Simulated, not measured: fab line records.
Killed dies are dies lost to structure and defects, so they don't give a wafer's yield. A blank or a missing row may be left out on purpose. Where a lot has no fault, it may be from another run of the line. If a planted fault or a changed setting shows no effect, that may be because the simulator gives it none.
The tool behind it: which one?    flow nand harc    36 wafers sampled from 12 lots at 1 step of a route of 1302

WHAT THE GAUGES SHOWED, per wafer
NHARC_A_CHANNEL_HOLE_D1_CD_MEAS_18.
lot   measured      on         cd nm (nm)
L076  day 9 03:01   cd sem-02  100.0 103.8 104.7
L077  day 9 20:34   cd sem-03  98.5 102.2 98.2
L079  day 10 20:59  cd sem-02  98.1 98.3 101.5
L081  day 11 15:44  cd sem-02  98.5 97.2 100.5
L083  day 12 23:21  cd sem-01  101.2 99.4 100.6
L085  day 13 05:01  cd sem-03  97.1 97.1 99.9
L087  day 13 17:49  cd sem-03  99.9 100.3 100.8
L088  day 14 15:22  cd sem-03  99.7 103.6 96.3
L091  day 15 17:31  cd sem-03  97.2 98.6 98.7
L093  day 16 11:54  cd sem-03  99.3 98.8 98.4
L095  day 17 11:31  cd sem-02  97.3 94.9 98.8
L097  day 18 00:35  cd sem-01  96.5 95.2 99.8

EACH LOT AND THE TOOL THAT RAN IT (in order: tool; ch and the chambers of the sampled wafers; start)
Before these readings, the record contains no process step.

THE ANSWER, worked out from the rows above alone
Rule: usual is defined by the lots themselves. The widest of any qualifying gaps counts: lots, ordered by their means at a reading, are off when they make up no more than a third of the lots, leave a main group of 4 or more, and stand apart from it by 3 or more times the standard deviation of that group's means. The tables above print the reading to a certain number of digits; a main group whose means all agree to those digits is not used. Also off: a lot with no number at a reading for which 4 or more lots have one. Where the step has rows for the other lots, those lots are counted as sound.
Nothing can be told from this: no lot is off at any reading shown.

WHAT THE SIMULATOR PUT IN
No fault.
